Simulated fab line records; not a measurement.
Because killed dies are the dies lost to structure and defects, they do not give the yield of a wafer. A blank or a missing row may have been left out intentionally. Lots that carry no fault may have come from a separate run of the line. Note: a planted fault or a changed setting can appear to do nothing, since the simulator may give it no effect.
fab line records + flow n5Finfet
record
- lots=7
- wafers=21
route steps=1938 shown BEOL_M12@1609 BEOL_M13@1685
startH: start of the lot's first displayed wafer, in hours after the record's first day + waitH: how many hours have passed since the lot's step before this one + " repeats the value in the row above + L1.1+2: one row covering several wafers at once + - no value, or no start given + * or withheld: withheld + < > ~ a bound
route shown NAME@n: NAME is a module with steps in the file, n the number in the route of the first one + usual: the fault-free wafers' mean and standard deviation + same: alike in all rows + chamber/n: place in a boat + sites: the reading at each site + _std_site: standard deviation of those values + _edge_site: inner sites' mean taken away from outer sites' mean + radiusMm: how far each site lies from the wafer's centre + mask NAME#n: copy n + behind: tool/chamber where the wafer was last shaped + hold: why the lot was held/for how many hours/how that ended + device: the n, p or np transistor that did not switch + end of line: the tests these same wafers got at the end of their route + a step without rows: its recipe alone + killed: at the first sort, the dies lost to defects and structure; wafer yield is something else + map: shows each die of a wafer: x if killed, . if not, _ if none is there
set.NAME: the setting as run; set.NAME@STEP: as run at that earlier step + model.NAME: the simulator's own value behind a step, which no gauge read
lots whose settings were changed on purpose; a table a step, a row a wafer
## steps
# step N5_BEOL_M12_PEB_08
# recipe
- pebTempC=130
- pebTimeS=90
| lot.wafer  | tool          | chamber | startH | waitH | set.pebTimeS |
|------------|---------------|---------|--------|-------|--------------|
| L079.1+4+6 | lithoTrack-04 | 0       | 257.58 | 0.1   | 90           |
| L080.2+3   | lithoTrack-03 | 0       | 262.90 | 0.0   | 82.08        |
| L080.6     | "             | 0       | "      | "     | 90           |
| L083.2+3+4 | lithoTrack-04 | 0       | 302.24 | 0.0   | 90           |
| L086.4+5+6 | lithoTrack-02 | 0       | 328.42 | 0.0   | 90           |
| L088.1+6   | lithoTrack-02 | 0       | 330.97 | 0.1   | 90           |
| L088.4     | "             | 0       | "      | "     | 69.76        |
| L089.4+6   | lithoTrack-04 | 0       | 333.39 | 0.0   | 90           |
| L089.5     | "             | 0       | "      | "     | 98.9         |
| L094.2+3+6 | lithoTrack-04 | 0       | 354.94 | 0.0   | 90           |
# step N5_BEOL_M12_DEVELOP_09
# recipe
- developTimeS=45
- rinseLiquid=diw
- dry=airSpin
- devTempC=21
# step N5_BEOL_M12_HARDBAKE_14
# recipe
- tempC=130
- timeS=120
# step N5_BEOL_M12_DESCUM_15
# recipe
- chemistry=O2
- timeS=7.9
- sourcePowerW=50
- biasPowerW=20
- pressureMtorr=20
- rfFrequencyHz=2.712e+07
- tempC=40
- o2FlowSccm=225
# step N5_BEOL_M12_ETCH_59
# recipe
- chemistry=N2/H2
- target=BARC
- targetDepthA=890
- overetchA=267
- timeS=67.9
- ionEnergyEv=200
- pressureMtorr=30
- sourceW=840
- biasW=150
- n2FlowSccm=200
- h2FlowSccm=200
# step N5_BEOL_M12_VIA_ETCH_16
# recipe
- chemistry=C4F8/O2/Ar
- target=SiOC
- pressureMtorr=30
- sourceW=3000
- biasW=700
- Ar_flow_sccm=400
- C4F8_flow_sccm=15
- O2_flow_sccm=8
- heInnerTorr=15
- heOuterTorr=30
- targetDepthA=7248
- timeS=withheld
- ionEnergyEv=250
- ends=cleared
| lot.wafer | tool       | chamber | startH | waitH | set.spinRpm@BEOL_M12_COAT_04 | model.coat_of_BEOL_M12_COAT_04.thkNm |
|-----------|------------|---------|--------|-------|------------------------------|--------------------------------------|
| L079.1    | rieDiel-06 | 0       | 257.87 | 0.0   | 1625                         | 126.4                                |
| L079.4    | "          | 0       | "      | "     | 1625                         | 124.2                                |
| L079.6    | "          | 1       | "      | "     | 1625                         | 121.4                                |
| L080.2    | rieDiel-01 | 2       | 263.21 | 0.0   | 1625                         | 124.6                                |
| L080.3    | "          | 0       | "      | "     | 1803                         | 102.6                                |
| L080.6    | "          | 2       | "      | "     | 1803                         | 102.4                                |
| L083.2    | rieDiel-01 | 3       | 302.53 | 0.0   | 1625                         | 121.8                                |
| L083.3    | "          | 0       | "      | "     | 1501                         | 134.8                                |
| L083.4    | "          | 1       | "      | "     | 1501                         | 133.2                                |
| L086.4    | rieDiel-01 | 1       | 328.71 | 0.0   | 1625                         | 121.8                                |
| L086.5    | "          | 3       | "      | "     | 1766                         | 103.2                                |
| L086.6    | "          | 2       | "      | "     | 1625                         | 120.4                                |
| L088.1    | rieDiel-02 | 3       | 331.56 | 0.0   | 1767                         | 110.6                                |
| L088.4    | "          | 0       | "      | "     | 1625                         | 124.6                                |
| L088.6    | "          | 1       | "      | "     | 1625                         | 124.2                                |
| L089.4    | rieDiel-02 | 3       | 333.67 | 0.0   | 1625                         | 125.2                                |
| L089.5    | "          | 2       | "      | "     | 1625                         | 122.6                                |
| L089.6    | "          | 3       | "      | "     | 1625                         | 122.2                                |
| L094.2    | rieDiel-01 | 2       | 355.23 | 0.0   | 1625                         | 126                                  |
| L094.3    | "          | 1       | "      | "     | 1625                         | 127.6                                |
| L094.6    | "          | 2       | "      | "     | 1625                         | 127                                  |
# step N5_BEOL_M12_STRIP_63
# recipe
- chemistry=N2/H2
- powerW=1000
- tempC=250
- h2Frac=0.65
- overashFraction=0.3
- pressureMtorr=1000
- n2FlowSccm=1750
- h2FlowSccm=3250
# usual
- stripTimeToEndpointS=42.5/0.75
| lot.wafer | tool           | chamber | startH | waitH | set.spinRpm@BEOL_M12_COAT_04 | stripTimeToEndpointS |
|-----------|----------------|---------|--------|-------|------------------------------|----------------------|
| L079.1    | plasmaAsher-02 | 1       | 258.08 | -     | 1625                         | 43.4                 |
| L079.4    | "              | 1       | "      | "     | 1625                         | 42.8                 |
| L079.6    | "              | 1       | "      | "     | 1625                         | 42.0                 |
| L080.2    | plasmaAsher-01 | 1       | 263.41 | -     | 1625                         | 42.9                 |
| L080.3    | "              | 0       | "      | "     | 1803                         | 36.9                 |
| L080.6    | "              | 1       | "      | "     | 1803                         | 36.9                 |
| L083.2    | plasmaAsher-01 | 1       | 302.73 | -     | 1625                         | 42.2                 |
| L083.3    | "              | 0       | "      | "     | 1501                         | 45.6                 |
| L083.4    | "              | 1       | "      | "     | 1501                         | 45.2                 |
| L086.4    | plasmaAsher-01 | 0       | 328.93 | -     | 1625                         | 42.1                 |
| L086.5    | "              | 1       | "      | "     | 1766                         | 37.1                 |
| L086.6    | "              | 0       | "      | "     | 1625                         | 41.8                 |
| L088.1    | plasmaAsher-02 | 0       | 331.77 | -     | 1767                         | 39.1                 |
| L088.4    | "              | 1       | "      | "     | 1625                         | 42.9                 |
| L088.6    | "              | 1       | "      | "     | 1625                         | 42.8                 |
| L089.4    | plasmaAsher-01 | 0       | 333.89 | -     | 1625                         | 43.1                 |
| L089.5    | "              | 0       | "      | "     | 1625                         | 42.4                 |
| L089.6    | "              | 1       | "      | "     | 1625                         | 42.3                 |
| L094.2    | plasmaAsher-01 | 1       | 355.43 | -     | 1625                         | 43.3                 |
| L094.3    | "              | 1       | "      | "     | 1625                         | 43.7                 |
| L094.6    | "              | 0       | "      | "     | 1625                         | 43.5                 |
# step N5_BEOL_M13_EXPOSE_25
# recipe
- maskId=M13
- na=0.93
- sourceShape=conventional
- sigmaOuter=0.4
- polarization=unpolarized
- targetCdNm=210
- doseMj=22
| lot.wafer  | tool          | chamber | startH | waitH | mask  | set.doseMj |
|------------|---------------|---------|--------|-------|-------|------------|
| L079.1+4+6 | krfScanner-01 | 0       | 262.77 | -     | M13#0 | 22         |
| L080.2+3   | krfScanner-01 | 0       | 270.16 | -     | M13#0 | 22         |
| L080.6     | "             | 0       | "      | "     | M13#0 | 21.25      |
| L083.2+4   | krfScanner-02 | 0       | 309.07 | -     | M13#0 | 22.99      |
| L083.3     | "             | 0       | "      | "     | M13#0 | 22         |
| L086.4+5+6 | krfScanner-02 | 0       | 335.06 | -     | M13#0 | 22         |
| L088.1+4+6 | krfScanner-01 | 0       | 337.93 | -     | M13#0 | 22         |
| L089.4     | krfScanner-02 | 0       | 339.38 | -     | M13#0 | 21.56      |
| L089.5+6   | "             | 0       | "      | "     | M13#0 | 22         |
| L094.2     | krfScanner-02 | 0       | 361.19 | -     | M13#0 | 20.6       |
| L094.3+6   | "             | 0       | "      | "     | M13#0 | 22         |
# step N5_BEOL_M13_PEB_26
# recipe
- pebTempC=130
- pebTimeS=90
# step N5_BEOL_M13_DEVELOP_27
# recipe
- developTimeS=45
- rinseLiquid=diw
- dry=airSpin
- devTempC=21
# step N5_BEOL_M13_HARDBAKE_32
# recipe
- tempC=130
- timeS=120
# step N5_BEOL_M13_CD_MEAS_28
# recipe
- targetCdNm=209.5
- landingEnergyEv=500
- detector=seInlens
# usual
- cdNm=209.5/0.92
| lot.wafer | tool     | chamber | startH | waitH | set.doseMj@BEOL_M13_EXPOSE_25 | cdNm  |
|-----------|----------|---------|--------|-------|-------------------------------|-------|
| L079.1    | cdSem-02 | 0       | 262.94 | -     | 22                            | 207.7 |
| L079.4    | "        | 0       | "      | "     | 22                            | 208.6 |
| L079.6    | "        | 0       | "      | "     | 22                            | 208.9 |
| L080.2    | cdSem-02 | 0       | 270.33 | -     | 22                            | 208.1 |
| L080.3    | "        | 0       | "      | "     | 22                            | 210.1 |
| L080.6    | "        | 0       | "      | "     | 21.25                         | 205.0 |
| L083.2    | cdSem-02 | 0       | 309.24 | -     | 22.99                         | 213.3 |
| L083.3    | "        | 0       | "      | "     | 22                            | 209.5 |
| L083.4    | "        | 0       | "      | "     | 22.99                         | 213.8 |
| L086.4    | cdSem-02 | 0       | 335.21 | -     | 22                            | 208.7 |
| L086.5    | "        | 0       | "      | "     | 22                            | 209.5 |
| L086.6    | "        | 0       | "      | "     | 22                            | 209.1 |
| L088.1    | cdSem-02 | 0       | 338.10 | -     | 22                            | 210.0 |
| L088.4    | "        | 0       | "      | "     | 22                            | 209.4 |
| L088.6    | "        | 0       | "      | "     | 22                            | 211.2 |
| L089.4    | cdSem-01 | 0       | 339.54 | -     | 21.56                         | 206.5 |
| L089.5    | "        | 0       | "      | "     | 22                            | 207.9 |
| L089.6    | "        | 0       | "      | "     | 22                            | 209.3 |
| L094.2    | cdSem-01 | 0       | 361.36 | -     | 20.6                          | 202.1 |
| L094.3    | "        | 0       | "      | "     | 22                            | 209.5 |
| L094.6    | "        | 0       | "      | "     | 22                            | 209.6 |
# step N5_BEOL_M13_DESCUM_33
# recipe
- chemistry=O2
- timeS=7.9
- sourcePowerW=50
- biasPowerW=20
- pressureMtorr=20
- rfFrequencyHz=2.712e+07
- tempC=40
- o2FlowSccm=225
| lot.wafer | tool       | chamber | startH | waitH | set.doseMj@BEOL_M13_EXPOSE_25 | model.BEOL_M13.cdNm |
|-----------|------------|---------|--------|-------|-------------------------------|---------------------|
| L079.1    | rieDiel-03 | 1       | 263.03 | 0.0   | 22                            | 207.8               |
| L079.4+6  | "          | 2,1     | "      | "     | 22                            | 209                 |
| L080.2    | rieDiel-05 | 1       | 270.42 | 0.0   | 22                            | 208                 |
| L080.3    | "          | 3       | "      | "     | 22                            | 210                 |
| L080.6    | "          | 1       | "      | "     | 21.25                         | 205.2               |
| L083.2    | rieDiel-05 | 0       | 309.33 | 0.0   | 22.99                         | 213.4               |
| L083.3    | "          | 1       | "      | "     | 22                            | 209.2               |
| L083.4    | "          | 2       | "      | "     | 22.99                         | 213.8               |
| L086.4+6  | rieDiel-05 | 0,3     | 335.31 | 0.0   | 22                            | 208.8               |
| L086.5    | "          | 2       | "      | "     | 22                            | 209.8               |
| L088.1    | rieDiel-05 | 3       | 338.19 | 0.0   | 22                            | 209.8               |
| L088.4    | "          | 1       | "      | "     | 22                            | 209                 |
| L088.6    | "          | 0       | "      | "     | 22                            | 211                 |
| L089.4    | rieDiel-04 | 0       | 339.62 | 0.0   | 21.56                         | 206.6               |
| L089.5    | "          | 1       | "      | "     | 22                            | 208.2               |
| L089.6    | "          | 0       | "      | "     | 22                            | 209.2               |
| L094.2    | rieDiel-03 | 3       | 361.45 | 0.0   | 20.6                          | 202.2               |
| L094.3+6  | "          | 2,1     | "      | "     | 22                            | 209.4               |
# step N5_BEOL_M13_TRENCH_ETCH_34
# recipe
- chemistry=C4F8/O2/Ar
- target=SiOC
- targetDepthA=4134.7
- maskMaterial=SOC
- pressureMtorr=30
- sourceW=3000
- biasW=700
- Ar_flow_sccm=400
- C4F8_flow_sccm=15
- O2_flow_sccm=8
- heInnerTorr=15
- heOuterTorr=30
- timeS=162.6
- ionEnergyEv=250
| lot.wafer | tool       | chamber | startH | waitH | set.timeS | model.etch.depthNm |
|-----------|------------|---------|--------|-------|-----------|--------------------|
| L079.1    | rieDiel-03 | 1       | 263.43 | 0.0   | 162.6     | 422.1              |
| L079.4    | "          | 2       | "      | "     | 162.6     | 418.5              |
| L079.6    | "          | 1       | "      | "     | 162.6     | 427.1              |
| L080.2    | rieDiel-05 | 1       | 270.82 | 0.0   | 162.6     | 409.8              |
| L080.3    | "          | 3       | "      | "     | 162.6     | 418.9              |
| L080.6    | "          | 1       | "      | "     | 162.6     | 413.7              |
| L083.2    | rieDiel-05 | 0       | 309.73 | 0.0   | 162.6     | 411.3              |
| L083.3    | "          | 1       | "      | "     | 129.8     | 325.3              |
| L083.4    | "          | 2       | "      | "     | 129.8     | 323                |
| L086.4    | rieDiel-05 | 0       | 335.71 | 0.0   | 183.3     | 462.3              |
| L086.5    | "          | 2       | "      | "     | 162.6     | 408.3              |
| L086.6    | "          | 3       | "      | "     | 162.6     | 418                |
| L088.1    | rieDiel-05 | 3       | 338.59 | 0.0   | 162.6     | 417                |
| L088.4    | "          | 1       | "      | "     | 162.6     | 406.7              |
| L088.6    | "          | 0       | "      | "     | 162.6     | 409.3              |
| L089.4    | rieDiel-04 | 1       | 340.09 | 0.1   | 162.6     | 410.6              |
| L089.5    | "          | 0       | "      | "     | 162.6     | 413.1              |
| L089.6    | "          | 3       | "      | "     | 126.5     | 317.5              |
| L094.2    | rieDiel-03 | 3       | 361.85 | 0.0   | 162.6     | 408.1              |
| L094.3    | "          | 2       | "      | "     | 162.6     | 412.5              |
| L094.6    | "          | 1       | "      | "     | 162.6     | 416.3              |
# step N5_BEOL_M13_STRIP_70
# recipe
- chemistry=C4F8/O2/Ar
- resist=SiARC
- rfFrequencyHz=6e+07
# step N5_BEOL_M13_OCD_MEAS_35
# usual
- trenchDepthNm=412/5.5
| lot.wafer | tool   | chamber | startH | waitH | set.timeS@BEOL_M13_TRENCH_ETCH_34 | trenchDepthNm |
|-----------|--------|---------|--------|-------|-----------------------------------|---------------|
| L079.1    | ocd-01 | -       | 263.61 | 0.0   | 162.6                             | 422           |
| L079.4    | "      | -       | "      | "     | 162.6                             | 418           |
| L079.6    | "      | -       | "      | "     | 162.6                             | 427           |
| L080.2    | ocd-02 | -       | 270.99 | 0.0   | 162.6                             | 411           |
| L080.3    | "      | -       | "      | "     | 162.6                             | 419           |
| L080.6    | "      | -       | "      | "     | 162.6                             | 413           |
| L083.2    | ocd-01 | -       | 309.91 | 0.0   | 162.6                             | 411           |
| L083.3    | "      | -       | "      | "     | 129.8                             | 325           |
| L083.4    | "      | -       | "      | "     | 129.8                             | 323           |
| L086.4    | ocd-01 | -       | 335.89 | 0.0   | 183.3                             | 462           |
| L086.5    | "      | -       | "      | "     | 162.6                             | 408           |
| L086.6    | "      | -       | "      | "     | 162.6                             | 419           |
| L088.1    | ocd-02 | -       | 338.78 | 0.0   | 162.6                             | 418           |
| L088.4    | "      | -       | "      | "     | 162.6                             | 407           |
| L088.6    | "      | -       | "      | "     | 162.6                             | 410           |
| L089.4    | ocd-01 | -       | 340.20 | 0.0   | 162.6                             | 411           |
| L089.5    | "      | -       | "      | "     | 162.6                             | 413           |
| L089.6    | "      | -       | "      | "     | 126.5                             | 318           |
| L094.2    | ocd-02 | -       | 362.03 | 0.0   | 162.6                             | 408           |
| L094.3    | "      | -       | "      | "     | 162.6                             | 413           |
| L094.6    | "      | -       | "      | "     | 162.6                             | 416           |
# step N5_BEOL_M13_STRIP_37
# recipe
- chemistry=N2/H2
- powerW=1000
- tempC=250
- h2Frac=0.65
- overashFraction=0.3
- pressureMtorr=withheld
- n2FlowSccm=1750
- h2FlowSccm=3250
# step N5_BEOL_M13_ETCH_38
# recipe
- chemistry=CF4/N2
- target=SiCN
- targetDepthA=675
- taperDeg=2
- timeS=71.9
- ionEnergyEv=150
- maskMaterial=SiO2
- pressureMtorr=40
- sourceW=430
- biasW=70
- Ar_flow_sccm=100
- cf4FlowSccm=60
- n2FlowSccm=60
# step N5_BEOL_M13_ECD_47
# recipe
- material=Cu
- targetThkA=9360
# step N5_BEOL_M13_ANNEAL_48
# recipe
- tempC=225
- timeS=90
- ambient=N2
# step N5_BEOL_M13_CMP_49
# recipe
- stopOn=SiOC
- tOverpolishS=17.1
- downForcePsi=1
- platenRpm=50
- clearingPlatenDownForcePsi=1.5
- clearingPlatenRpm=50
- postCmpClean=cuAlkaline
- targetThkNm=420
- clearingPlatenPadVelocityMS=0.99484
- padVelocityMS=0.99484
| lot.wafer | tool   | chamber | startH | waitH | set.timeS@BEOL_M13_TRENCH_ETCH_34 | model.Cu_of_BEOL_M13_ECD_47.thkNm |
|-----------|--------|---------|--------|-------|-----------------------------------|-----------------------------------|
| L079.4    | cmp-03 | 1       | 268.91 | 0.2   | 162.6                             | 423.2                             |
| L079.1    | "      | 2       | "      | "     | 162.6                             | 427.2                             |
| L079.6    | "      | 0       | "      | "     | 162.6                             | 432.2                             |
| L080.3    | cmp-01 | 0       | 275.39 | 0.2   | 162.6                             | 426.2                             |
| L080.2    | "      | 2       | "      | "     | 162.6                             | 417.6                             |
| L080.6    | "      | 0       | "      | "     | 162.6                             | 421.2                             |
| L083.4    | cmp-01 | 0       | 312.82 | 0.1   | 129.8                             | 329.8                             |
| L083.2    | "      | 1       | "      | "     | 162.6                             | 417                               |
| L083.3    | "      | 2       | "      | "     | 129.8                             | 332                               |
| L086.4    | cmp-01 | 3       | 340.51 | 0.1   | 183.3                             | 468                               |
| L086.5    | "      | 3       | "      | "     | 162.6                             | 415.2                             |
| L086.6    | "      | 0       | "      | "     | 162.6                             | 424.6                             |
| L088.1    | cmp-04 | 3       | 341.56 | 0.3   | 162.6                             | 421.4                             |
| L088.4    | "      | 1       | "      | "     | 162.6                             | 411.4                             |
| L088.6    | "      | 2       | "      | "     | 162.6                             | 414.8                             |
| L089.4    | cmp-01 | 3       | 343.46 | 0.2   | 162.6                             | 416.8                             |
| L089.6    | "      | 1       | "      | "     | 126.5                             | 322.8                             |
| L089.5    | "      | 2       | "      | "     | 162.6                             | 418.8                             |
| L094.2    | cmp-03 | 0       | 365.87 | 0.3   | 162.6                             | 413.4                             |
| L094.3    | "      | 1       | "      | "     | 162.6                             | 418.6                             |
| L094.6    | "      | 3       | "      | "     | 162.6                             | 421.2                             |
# step N5_BEOL_M13_THK_MEAS_50
# recipe
- thkMeasGauge=xrf
- reads=Cu_of_BEOL_M13_ECD_47
# usual
- M13_THK=421/6.4
| lot.wafer | tool         | chamber | startH | waitH | set.timeS@BEOL_M13_TRENCH_ETCH_34 | M13_THK[nm] |
|-----------|--------------|---------|--------|-------|-----------------------------------|-------------|
| L079.1    | filmMetro-02 | -       | 269.13 | -     | 162.6                             | 434         |
| L079.4    | "            | -       | "      | "     | 162.6                             | 428         |
| L079.6    | "            | -       | "      | "     | 162.6                             | 438         |
| L080.2    | filmMetro-01 | -       | 275.65 | -     | 162.6                             | 419         |
| L080.3    | "            | -       | "      | "     | 162.6                             | 427         |
| L080.6    | "            | -       | "      | "     | 162.6                             | 421         |
| L083.2    | filmMetro-01 | -       | 313.11 | -     | 162.6                             | 419         |
| L083.3    | "            | -       | "      | "     | 129.8                             | 336         |
| L083.4    | "            | -       | "      | "     | 129.8                             | 330         |
| L086.4    | filmMetro-02 | -       | 340.81 | -     | 183.3                             | 472         |
| L086.5    | "            | -       | "      | "     | 162.6                             | 420         |
| L086.6    | "            | -       | "      | "     | 162.6                             | 428         |
| L088.1    | filmMetro-01 | -       | 341.82 | -     | 162.6                             | 423         |
| L088.4    | "            | -       | "      | "     | 162.6                             | 413         |
| L088.6    | "            | -       | "      | "     | 162.6                             | 416         |
| L089.4    | filmMetro-02 | -       | 343.68 | -     | 162.6                             | 418         |
| L089.5    | "            | -       | "      | "     | 162.6                             | 420         |
| L089.6    | "            | -       | "      | "     | 126.5                             | 324         |
| L094.2    | filmMetro-02 | -       | 366.09 | -     | 162.6                             | 416         |
| L094.3    | "            | -       | "      | "     | 162.6                             | 420         |
| L094.6    | "            | -       | "      | "     | 162.6                             | 422         |
# step N5_BEOL_M13_PRE_CLEAN_52
# recipe
- gas=NH3
- timeS=15
- tempC=withheld
- rfPowerW=300
# step N5_BEOL_M13_DEP_53
# recipe
- material=SiCN
- targetThkA=500
- tempC=withheld
- precursor=3MS/NH3
- pressureTorr=3
- rfW=675
- timeS=17.8
# step N5_BEOL_M13_RS_MEAS_54
# recipe
- thkMeasGauge=four-point-probe
- reads=Cu_of_BEOL_M13_ECD_47+Ta_of_BEOL_M13_SPUTTER_44+TaN_of_BEOL_M13_SPUTTER_43
# usual
- M13_RS=0.0451/0.00062
| lot.wafer | tool         | chamber | startH | waitH | set.timeS@BEOL_M13_TRENCH_ETCH_34 | M13_RS[ohm/sq] |
|-----------|--------------|---------|--------|-------|-----------------------------------|----------------|
| L079.1    | filmMetro-01 | -       | 269.26 | 0.0   | 162.6                             | 0.0441         |
| L079.4    | "            | -       | "      | "     | 162.6                             | 0.0446         |
| L079.6    | "            | -       | "      | "     | 162.6                             | 0.0436         |
| L080.2    | filmMetro-01 | -       | 275.80 | 0.1   | 162.6                             | 0.0452         |
| L080.3    | "            | -       | "      | "     | 162.6                             | 0.0442         |
| L080.6    | "            | -       | "      | "     | 162.6                             | 0.0447         |
| L083.2    | filmMetro-01 | -       | 313.24 | 0.1   | 162.6                             | 0.0452         |
| L083.3    | "            | -       | "      | "     | 129.8                             | 0.0574         |
| L083.4    | "            | -       | "      | "     | 129.8                             | 0.0577         |
| L086.4    | filmMetro-02 | -       | 340.94 | 0.0   | 183.3                             | 0.0401         |
| L086.5    | "            | -       | "      | "     | 162.6                             | 0.0454         |
| L086.6    | "            | -       | "      | "     | 162.6                             | 0.0444         |
| L088.1    | filmMetro-02 | -       | 341.95 | 0.0   | 162.6                             | 0.0447         |
| L088.4    | "            | -       | "      | "     | 162.6                             | 0.0458         |
| L088.6    | "            | -       | "      | "     | 162.6                             | 0.0454         |
| L089.4    | filmMetro-02 | -       | 343.81 | 0.0   | 162.6                             | 0.0451         |
| L089.5    | "            | -       | "      | "     | 162.6                             | 0.0450         |
| L089.6    | "            | -       | "      | "     | 126.5                             | 0.0590         |
| L094.2    | filmMetro-02 | -       | 366.22 | 0.1   | 162.6                             | 0.0455         |
| L094.3    | "            | -       | "      | "     | 162.6                             | 0.0450         |
| L094.6    | "            | -       | "      | "     | 162.6                             | 0.0447         |
## key
split
- step=N5_BEOL_M12_PEB_08
- setting=pebTimeS
- stated=90
- by=wafer
response none clear
split
- step=N5_BEOL_M13_EXPOSE_25
- setting=doseMj
- stated=22
- by=wafer
response
- step=N5_BEOL_M13_CD_MEAS_28
- reading=cdNm
- change=+1.09
- per=1%
- r=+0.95
response
- step=N5_BEOL_M13_DESCUM_33
- reading=model.BEOL_M13.cdNm
- change=+1.08
- per=1%
- r=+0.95
split
- step=N5_BEOL_M13_TRENCH_ETCH_34
- setting=timeS
- stated=162.6
- by=wafer
response
- step=N5_BEOL_M13_TRENCH_ETCH_34
- reading=model.etch.depthNm
- change=+4.22
- per=1%
- r=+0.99
response
- step=N5_BEOL_M13_OCD_MEAS_35
- reading=trenchDepthNm
- change=+4.21
- per=1%
- r=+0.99
response
- step=N5_BEOL_M13_CMP_49
- reading=model.Cu_of_BEOL_M13_ECD_47.thkNm
- change=+4.2
- per=1%
- r=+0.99
response
- step=N5_BEOL_M13_THK_MEAS_50
- reading=M13_THK
- change=+4.2
- per=1%
- r=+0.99
response
- step=N5_BEOL_M13_RS_MEAS_54
- reading=M13_RS
- change=-0.000583
- per=1%
- r=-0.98
split outsideThisFile step=N5_BEOL_M12_COAT_04 setting=spinRpm
# split outsideThisFile: this setting was split too, and the file shows its column; the key of that split is in another file
